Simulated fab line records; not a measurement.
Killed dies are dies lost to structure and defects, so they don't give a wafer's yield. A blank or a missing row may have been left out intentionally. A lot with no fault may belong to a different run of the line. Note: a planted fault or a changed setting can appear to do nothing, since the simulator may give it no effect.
Struck lot and sound lot, side by side || flow nand-harc || 13 out of 1159 route steps
Sound: these wafers, L331.2, L331.4, L331.6. The struck wafers were L339.3, L339.5, L339.6. The cause is named last.
Per side, at each step with rows, come the tool, then ch with its chambers, and then its first start. Under that, the readings that differ: sound wafers || struck wafers || difference of the means || sigmas: that difference in standard deviations of wafers without a fault.
alike: same words and numbers on both sides, and readings whose means sit less than 2 such deviations apart. not compared: any withheld reading, any reading some wafer has no value for, any bound like >300 that may hide the same value, and any number with overlapping values for which the record gives no deviation.
The two part at a step that has a row with sigmas, a row that says differs or no value, or rows on one side only. Non-overlapping numbers with no deviation appear without sigmas and do not part them. Lack of a reading on every wafer of one side parts them only where that side has two or more wafers.

first, 3 steps without rows for these wafers: NHARC_A_STAIRCASE_STRIP_317 (strips in SPM, time 900 s); NHARC_A_STAIRCASE_PRECLEAN_318 (cleans in SC1); NHARC_A_STAIRCASE_SRD_329.
NHARC_A_STAIRCASE_ALD_415: deposits SiO2, target thk 30 nm, pulse time 6 s, ald cycles 300.
  sound on ald-hk-03 ch 0,2, day 13 02:07; struck on ald-hk-01 ch 2,3, day 15 04:10
  alike: heater-power-w, precursor-pulse-height-rel
NHARC_A_STAIRCASE_ETCHBACK_416: etches the open film in C4F8/O2/Ar, target depth 36 nm, time 7.2 s.
  sound on rie-diel-13 ch 1,2; struck on rie-diel-01 ch 0,1
  alike: oes-product-au, rf-vpp-V
  not compared: rf-hours-counter-h
NHARC_A_STAIRCASE_STRIP_476: strips in O2, time 20 s.
  sound on rie-diel-13 ch 1,3, day 13 04:15; struck on rie-diel-01 ch 0,3, day 15 06:20
  alike: drypump-motor-current-A, oes-product-au, rf-vpp-V, showerhead-plenum-p-Torr, throttle-valve-pct
  not compared: rf-hours-counter-h
NHARC_A_STAIRCASE_DEP_417: deposits Si3N4, target thk 60 nm.
  sound on pecvd-04 ch 1, day 13 04:20; struck on pecvd-03 ch 1,2, day 15 06:26
  alike: heater-power-w
then, 4 steps without rows for these wafers: NHARC_A_STAIRCASE_WET_418 (chemistry H3PO4, target depth 20 nm); NHARC_A_STAIRCASE_PRECLEAN_419 (cleans in SC1); NHARC_A_STAIRCASE_SRD_421; NHARC_A_STAIRCASE_ALD_420 (deposits SiO2, target thk 20 nm, pulse time 6 s, ald cycles 200).
NHARC_A_STAIRCASE_CVD_552: deposits SiNx, target thk 40 nm.
  sound on lpcvd-01 ch 0, day 13 12:55; struck on lpcvd-02 ch 0, day 15 19:41
  alike: spike-tc-centre-C
NHARC_A_STAIRCASE_DEP_151: deposits SiO2, target thk 3800 nm.
  sound on pecvd-04 ch 0,2, day 13 16:47; struck on pecvd-01 ch 0,1,2, day 15 23:35
  alike: heater-power-w

== WHERE THEY PART ==
Nowhere in this record.

WHY: what the simulator had put in
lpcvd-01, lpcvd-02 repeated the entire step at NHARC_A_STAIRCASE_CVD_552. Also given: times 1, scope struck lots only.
